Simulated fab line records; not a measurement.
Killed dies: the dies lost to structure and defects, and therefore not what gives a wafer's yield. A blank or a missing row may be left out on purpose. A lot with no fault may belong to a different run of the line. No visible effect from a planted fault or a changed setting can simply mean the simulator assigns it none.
fab line records -- flow n5_finfet
record lots=5, wafers=15, last_day=17
route steps=1938 shown BEOL_M10@1474 PASSIVATION@1936
lots with no fault: from the same line, run without faults
start_h: hours from the record's first day to the start of the lot's first wafer shown -- wait_h: hours since the lot's step before -- " identical to the entry in the row above -- L1.1+2: a single row standing in for several wafers -- - value missing, or start not given -- * or withheld: withheld -- < > ~ a bound
route shown NAME@n: a module of which the file shows steps, and the number in the route of the first -- usual: mean/standard deviation of fault-free wafers -- same: alike in all rows -- chamber/n: place in a boat -- sites: readings site by site -- _std_site: the values' standard deviation -- _edge_site: mean of outer sites minus mean of inner sites -- radius_mm: how far each site lies from the wafer's centre -- mask NAME#n: copy n -- behind: the most recent tool/chamber to have shaped the wafer -- hold: what put the lot on hold/how long, in hours/how the hold closed -- device: which transistor (n, p or np) failed to switch -- end of line: the same wafers' tests at the end of the route -- step lacking rows: just its recipe -- killed: dies lost to structure and defects at the first sort, not the wafer's yield -- map: per-die view of a wafer (x killed, . not killed, _ where there is no die)
set.NAME: the setting the step ran with; set.NAME@STEP: the setting that earlier step ran with -- model.NAME: the simulator's own value behind a step, which no gauge read
a table for each step, a row for each wafer; lots at some steps of the route
services: a tool's chamber out of use, with start hour (start_h, from the record's first day; less than 0 if before it), hours out, and reason
## steps
# step N5_BEOL_M10_HM_DEP_02
# recipe material=TiN, target_thk_a=200, temp_c=25, chamber_pressure_pa=0.49996
# usual throttle_valve_pct=29.4/0.79
lot.wafer,tool,chamber,start_h,wait_h,throttle_valve_pct
L508.2,pvd_sputter-02,-,254.04,0.7,30.4
L508.3,pvd_sputter-02,-,254.04,0.7,29.0
L508.6,pvd_sputter-02,-,254.04,0.7,29.1
L509.1,pvd_sputter-01,-,284.69,1.6,28.4
L509.3,pvd_sputter-01,-,284.69,1.6,30.5
L509.5,pvd_sputter-01,-,284.69,1.6,29.9
L510.3,pvd_sputter-03,-,288.91,1.4,29.8
L510.4,pvd_sputter-03,-,288.91,1.4,29.3
L510.6,pvd_sputter-03,-,288.91,1.4,28.6
L512.1,pvd_sputter-01,-,302.74,1.2,28.6
L512.3,pvd_sputter-01,-,302.74,1.2,30.3
L512.6,pvd_sputter-01,-,302.74,1.2,28.5
L523.2,pvd_sputter-02,-,350.77,0.7,29.3
L523.3,pvd_sputter-02,-,350.77,0.7,28.0
L523.5,pvd_sputter-02,-,350.77,0.7,29.3
# step N5_BEOL_M10_COAT_59
# recipe resist=SOC, temp_c=250, time_s=60, spin_rpm=1500, resist_thk_nm=100
# step N5_BEOL_M10_COAT_60
# recipe resist=SiARC, temp_c=220, time_s=60, spin_rpm=1500, resist_thk_nm=30
# step N5_BEOL_M10_COAT_05
# recipe resist=CAR-ArF, spin_rpm=1500, resist_thk_nm=90
# step N5_BEOL_M10_EBR_07
# recipe solvent=PGMEA, ebr_width_mm=1.5
# step N5_BEOL_M10_SOFTBAKE_06
# recipe temp_c=110, time_s=60, resist=CAR-ArF
# step N5_BEOL_M10_EXPOSE_08
# recipe mask_id=M10, na=1.35, source_shape=dipole, sigma_inner=0.411, sigma_outer=0.611, polarization=te, dose_mj=53.75
# step N5_BEOL_M10_PEB_09
# recipe peb_temp_c=withheld, peb_time_s=60, resist=CAR-ArF
# step N5_BEOL_M10_DEVELOP_10
# recipe develop_time_s=30, developer=TMAH, resist=CAR-ArF, rinse_liquid=diw, dry=air_spin, dev_temp_c=23
# step N5_BEOL_M10_CD_MEAS_11
# recipe target_cd_nm=64.1, landing_energy_ev=500, detector=se_inlens, polarity=opening
# usual cd_nm=64.1/0.52
lot.wafer,tool,chamber,start_h,wait_h,cd_nm
L508.2,cd_sem-03,0,254.53,-,64.1
L508.3,cd_sem-03,0,254.53,-,63.8
L508.6,cd_sem-03,0,254.53,-,63.3
L509.1,cd_sem-02,0,285.18,-,64.4
L509.3,cd_sem-02,0,285.18,-,63.9
L509.5,cd_sem-02,0,285.18,-,64.1
L510.3,cd_sem-02,0,289.43,-,64.5
L510.4,cd_sem-02,0,289.43,-,64.6
L510.6,cd_sem-02,0,289.43,-,64.0
L512.1,cd_sem-02,0,303.11,-,64.7
L512.3,cd_sem-02,0,303.11,-,64.5
L512.6,cd_sem-02,0,303.11,-,64.1
L523.2,cd_sem-02,0,351.14,-,63.4
L523.3,cd_sem-02,0,351.14,-,63.7
L523.5,cd_sem-02,0,351.14,-,63.8
# step N5_BEOL_M10_OVL_MEAS_12
# recipe points_per_wafer=44
# usual M10_OVL=-0.1/0.8
# same points_per_wafer=44
lot.wafer,tool,chamber,start_h,wait_h,M10_OVL[nm]
L508.2,overlay-02,0,254.56,0.0,-1.1
L508.3,overlay-02,0,254.56,0.0,0.2
L508.6,overlay-02,0,254.56,0.0,-0.5
L509.1,overlay-01,0,285.21,0.0,0.4
L509.3,overlay-01,0,285.21,0.0,-0.1
L509.5,overlay-01,0,285.21,0.0,0.7
L510.3,overlay-01,0,289.46,0.0,-0.8
L510.4,overlay-01,0,289.46,0.0,-0.7
L510.6,overlay-01,0,289.46,0.0,-0.7
L512.1,overlay-01,0,303.14,0.0,-1.3
L512.3,overlay-01,0,303.14,0.0,0.0
L512.6,overlay-01,0,303.14,0.0,0.5
L523.2,overlay-01,0,351.17,0.0,-0.1
L523.3,overlay-01,0,351.17,0.0,1.5
L523.5,overlay-01,0,351.17,0.0,1.5
# step N5_BEOL_M10_INSPECT_13
# recipe mode=adi, inspect_instrument=brightfield
# usual raw_defect_count=437/96
lot.wafer,tool,chamber,start_h,wait_h,raw_defect_count
L508.2,defect_inspect-02,-,254.59,0.0,432
L508.3,defect_inspect-02,-,254.59,0.0,537
L508.6,defect_inspect-02,-,254.59,0.0,486
L509.1,defect_inspect-01,-,285.24,0.0,363
L509.3,defect_inspect-01,-,285.24,0.0,422
L509.5,defect_inspect-01,-,285.24,0.0,398
L510.3,defect_inspect-01,-,289.48,0.0,367
L510.4,defect_inspect-01,-,289.48,0.0,328
L510.6,defect_inspect-01,-,289.48,0.0,348
L512.1,defect_inspect-02,-,303.17,0.0,389
L512.3,defect_inspect-02,-,303.17,0.0,516
L512.6,defect_inspect-02,-,303.17,0.0,590
L523.2,defect_inspect-01,-,351.19,0.0,486
L523.3,defect_inspect-01,-,351.19,0.0,338
L523.5,defect_inspect-01,-,351.19,0.0,492
# step N5_BEOL_M10_DESCUM_16
# recipe chemistry=O2, time_s=7.9, source_power_w=50, bias_power_w=20, pressure_mtorr=20, rf_frequency_hz=2.712e+07, temp_c=40, resist=CAR-ArF, o2_flow_sccm=225
# usual drypump_motor_current_A=5.8/0.42, oes_product_au=0.78/0.065, rf_vpp_V=243.1/1.3, showerhead_plenum_p_Torr=2.09/0.065, throttle_valve_pct=20.52/0.3
lot.wafer,tool,chamber,start_h,wait_h,drypump_motor_current_A,oes_product_au,rf_hours_counter_h,rf_vpp_V,showerhead_plenum_p_Torr,throttle_valve_pct,model.CAR-ArF_of_BEOL_M10_COAT_05.thk_nm
L508.2,rie_diel-03,1,254.62,0.0,5.8,0.86,59,244.6,2.22,20.15,83.6
L508.3,rie_diel-03,0,254.62,0.0,6.0,0.70,248,242.8,2.16,20.82,83.6
L508.6,rie_diel-03,0,254.62,0.0,6.0,0.69,-,243.4,2.15,20.83,83.4
L509.1,rie_diel-06,3,285.57,0.3,5.4,0.79,125,244.4,2.10,20.34,83.2
L509.3,rie_diel-06,1,285.57,0.3,5.8,0.79,111,241.6,2.01,20.73,83.4
L509.5,rie_diel-06,3,285.57,0.3,5.4,0.79,-,244.3,2.10,20.31,83.2
L510.3,rie_diel-06,0,289.91,0.4,5.8,0.73,177,243.3,2.09,20.59,83.4
L510.4,rie_diel-06,1,289.91,0.4,5.8,0.78,113,243.0,2.01,20.72,83.8
L510.6,rie_diel-06,3,289.91,0.4,5.5,0.79,-,243.3,2.10,20.33,82
L512.1,rie_diel-01,1,303.45,0.3,5.5,0.78,150,239.7,2.10,20.16,83.8
L512.3,rie_diel-01,3,303.45,0.3,6.1,0.85,46,241.6,2.03,19.98,83.6
L512.6,rie_diel-01,0,303.45,0.3,5.5,0.82,-,242.7,2.02,20.72,83.6
L523.2,rie_diel-03,3,351.35,0.2,5.1,0.93,20,245.4,2.23,20.31,83.4
L523.3,rie_diel-03,0,351.35,0.2,6.0,0.93,27,242.5,2.14,20.53,83.4
L523.5,rie_diel-03,1,351.35,0.2,5.8,0.81,-,243.2,2.20,20.20,83.2
# step N5_BEOL_M10_ETCH_61
# recipe chemistry=CF4, target=SiARC, target_depth_a=390, mask_material=CAR-ArF, time_s=65, ion_energy_ev=80, pressure_mtorr=40, source_w=545, bias_w=36, Ar_flow_sccm=100, cf4_flow_sccm=100, ends=cleared
# usual bias_w=35.99/0.12, cf4_flow_sccm=100.00/0.28, drypump_motor_current_A=5.8/0.42, etch_rf_on_time_s=64.8/0.87, oes_product_au=0.67/0.055, rf_vpp_V=184.2/1.1, showerhead_plenum_p_Torr=2.14/0.059, throttle_valve_pct=15.70/0.3
lot.wafer,tool,chamber,start_h,wait_h,bias_w,cf4_flow_sccm,drypump_motor_current_A,etch_rf_on_time_s,oes_product_au,rf_hours_counter_h,rf_vpp_V,showerhead_plenum_p_Torr,throttle_valve_pct,model.CAR-ArF_of_BEOL_M10_COAT_05.thk_nm
L508.2,rie_diel-03,1,254.66,0.0,35.87,100.35,5.8,66.1,0.73,59,185.5,2.26,15.34,55.4
L508.3,rie_diel-03,0,254.66,0.0,35.96,100.19,6.0,65.7,0.59,248,185.2,2.20,16.01,55.6
L508.6,rie_diel-03,0,254.66,0.0,35.96,99.73,6.0,66.0,0.59,-,185.6,2.20,16.02,55.4
L509.1,rie_diel-06,3,285.60,0.0,36.22,99.56,5.4,64.2,0.69,125,183.4,2.15,15.49,55.4
L509.3,rie_diel-06,1,285.60,0.0,35.98,99.58,5.8,63.2,0.69,111,184.0,2.07,15.89,55.6
L509.5,rie_diel-06,3,285.60,0.0,36.23,99.82,5.4,63.6,0.69,-,184.8,2.15,15.50,55.4
L510.3,rie_diel-06,0,289.95,0.0,35.95,100.50,5.7,65.8,0.63,177,185.7,2.14,15.76,55.4
L510.4,rie_diel-06,1,289.95,0.0,35.96,100.08,5.8,64.6,0.68,113,183.1,2.07,15.88,55.6
L510.6,rie_diel-06,3,289.95,0.0,36.03,99.87,5.4,64.6,0.68,-,184.6,2.15,15.49,53.8
L512.1,rie_diel-01,1,303.49,0.0,36.09,100.20,5.5,64.2,0.67,150,184.2,2.14,15.35,56
L512.3,rie_diel-01,3,303.49,0.0,35.95,100.08,6.1,64.3,0.72,46,183.3,2.09,15.22,55.8
L512.6,rie_diel-01,0,303.49,0.0,35.64,99.61,5.5,64.1,0.71,-,183.3,2.09,15.93,55.6
L523.2,rie_diel-03,3,351.38,0.0,35.94,99.47,5.1,64.1,0.79,20,187.0,2.27,15.43,55.4
L523.3,rie_diel-03,0,351.38,0.0,35.95,99.89,6.0,63.3,0.79,27,185.5,2.19,15.59,55.4
L523.5,rie_diel-03,1,351.38,0.0,35.95,100.05,5.8,65.7,0.69,-,185.9,2.25,15.42,55.2
# step N5_BEOL_M10_ETCH_62
# recipe chemistry=N2/H2, target=SOC, target_depth_a=1100, overetch_a=220, mask_material=SiARC, temp_c=40, time_s=165, ion_energy_ev=200, pressure_mtorr=30, source_w=840, bias_w=150, n2_flow_sccm=200, h2_flow_sccm=200
# usual bias_w=150.0/0.43, drypump_motor_current_A=5.8/0.42, oes_product_au=0.66/0.052, rf_vpp_V=523.7/2.2, showerhead_plenum_p_Torr=2.54/0.074, throttle_valve_pct=17.9/0.32
lot.wafer,tool,chamber,start_h,wait_h,bias_w,drypump_motor_current_A,oes_product_au,rf_hours_counter_h,rf_vpp_V,showerhead_plenum_p_Torr,throttle_valve_pct
L508.2,rie_diel-03,1,254.71,0.0,149.5,5.8,0.72,59,527.7,2.68,17.5
L508.3,rie_diel-03,0,254.71,0.0,149.9,6.0,0.59,248,524.5,2.60,18.2
L508.6,rie_diel-03,0,254.71,0.0,150.5,6.0,0.59,-,526.0,2.60,18.2
L509.1,rie_diel-06,3,285.65,0.0,150.6,5.4,0.68,125,523.3,2.55,17.7
L509.3,rie_diel-06,1,285.65,0.0,150.4,5.8,0.67,111,519.8,2.45,18.1
L509.5,rie_diel-06,3,285.65,0.0,150.3,5.4,0.68,-,524.7,2.55,17.7
L510.3,rie_diel-06,0,290.00,0.0,149.3,5.8,0.62,177,523.4,2.54,18.0
L510.4,rie_diel-06,1,290.00,0.0,151.0,5.8,0.67,113,522.0,2.45,18.2
L510.6,rie_diel-06,3,290.00,0.0,149.3,5.4,0.68,-,522.4,2.55,17.7
L512.1,rie_diel-01,1,303.54,0.0,149.4,5.6,0.66,150,524.2,2.54,17.5
L512.3,rie_diel-01,3,303.54,0.0,149.5,6.1,0.71,46,523.7,2.48,17.4
L512.6,rie_diel-01,0,303.54,0.0,149.7,5.5,0.70,-,521.8,2.48,18.3
L523.2,rie_diel-03,3,351.43,0.0,149.5,5.1,0.79,20,529.0,2.70,17.6
L523.3,rie_diel-03,0,351.43,0.0,149.8,6.0,0.78,27,523.8,2.59,17.9
L523.5,rie_diel-03,1,351.43,0.0,149.3,5.8,0.69,-,527.6,2.66,17.5
# step N5_PASSIVATION_PROBE_49
# usual defect_limited_yield=91.1/1.4, killed_at_M0_to_M3=33/10, killed_at_M4_up=15/5.8, killed_at_contacts=13/5.9, killed_at_front_end=39/11, killed_at_other=4/3.6, killed_dies=105/16, killed_on_rim=13/3.7, killed_open=68/11, killed_short=34/7.8, sort_bin_5_function=5.2/0.88, sort_bin_6_memory=3.3/0.61, sort_n_pass=1075/16, sort_yield_pct=91.1/1.4
# same gross_dies=1180, killed_at_back_side=0, sort_bin_4_leakage[%]=0, sort_bin_8_speed[%]=0
lot.wafer,tool,chamber,start_h,wait_h,defect_limited_yield[%],killed_at_M0_to_M3,killed_at_M4_up,killed_at_contacts,killed_at_front_end,killed_at_other,killed_dies,killed_on_rim,killed_open,killed_short,sort_bin_5_function[%],sort_bin_6_memory[%],sort_n_pass,sort_yield_pct[%]
L512.1,prober-02,-,356.35,0.0,92.7,28,5,13,35,5,86,17,55,28,4.5,2.3,1094,92.7
L512.3,prober-02,-,356.45,0.1,94.0,21,13,8,28,1,71,7,50,21,3.6,2.1,1109,94.0
L512.6,prober-02,-,356.60,0.3,92.8,29,6,10,30,10,85,14,57,24,4.4,2.5,1095,92.8
# killed by level:class
L512.1 MOL_CONTACT_COAG:geometric_particle:open=9 BEOL_M2:geometric_particle:open=7 FIN_SAQP:geometric_particle:open=6 FIN_SAQP:geometric_particle:short=6 BEOL_M1:geometric_particle:open=6 DUMMY_GATE:geometric_particle:open=5 BEOL_M0_SAQP:geometric_particle:short=4 GATE_CUT:geometric_particle:short=3
L512.3 DUMMY_GATE:geometric_particle:open=8 STI_FIN_REVEAL:geometric_particle:open=6 MOL_CONTACT_COAG:geometric_particle:open=6 BEOL_M1:geometric_particle:open=6 BEOL_M4:geometric_particle:open=5 FIN_SAQP:geometric_particle:open=4 BEOL_M1:geometric_particle:short=4 BEOL_M8:geometric_particle:open=4
L512.6 BEOL_M2:geometric_particle:open=9 MOL_CONTACT_COAG:geometric_particle:open=8 FIN_SAQP:geometric_particle:short=6 FIN_SAQP:geometric_particle:open=6 STI_FIN_REVEAL:geometric_particle:open=6 BEOL_M3:geometric_particle:open=6 BEOL_M1:geometric_particle:open=5 DUMMY_GATE:geometric_particle:open=4
## services
tool,chamber,start_h,hours,kind
rie_diel-01,1,247.05,2.6,repair
rie_diel-03,3,247.54,9.3,repair
rie_diel-03,0,259.40,-,clean
rie_diel-03,0,259.40,-,consumable_replace:focus_ring
rie_diel-03,0,259.40,20.5,scheduled_down
rie_diel-03,0,259.40,20.5,vent_cycle
rie_diel-03,-,267.25,1.6,repair
rie_diel-03,3,279.88,-,clean
rie_diel-03,3,279.88,-,consumable_replace:focus_ring
rie_diel-03,3,279.88,-,consumable_replace:showerhead
rie_diel-03,3,279.88,20.9,scheduled_down
rie_diel-03,3,279.88,20.9,vent_cycle
rie_diel-03,2,330.71,4.4,repair
## key
first_sign none at tools or gauges
model_effect step=N5_BEOL_M10_DESCUM_16, value=CAR-ArF_of_BEOL_M10_COAT_05.thk_nm, without=84, struck=82
model_effect step=N5_BEOL_M10_ETCH_61, value=CAR-ArF_of_BEOL_M10_COAT_05.thk_nm, without=55.8, struck=53.8
met_at N5_BEOL_M10_DESCUM_16
struck_wafers L510.6
onset_between 285.57 289.91
fault kind=process_parameter_drift, tool=rie_diel-06, chamber=3, onset_h=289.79, steps=N5_BEOL_M10_DESCUM_16, channel=time_s, offset=*, shape=step, end_h=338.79, acts_in=*, stated=*
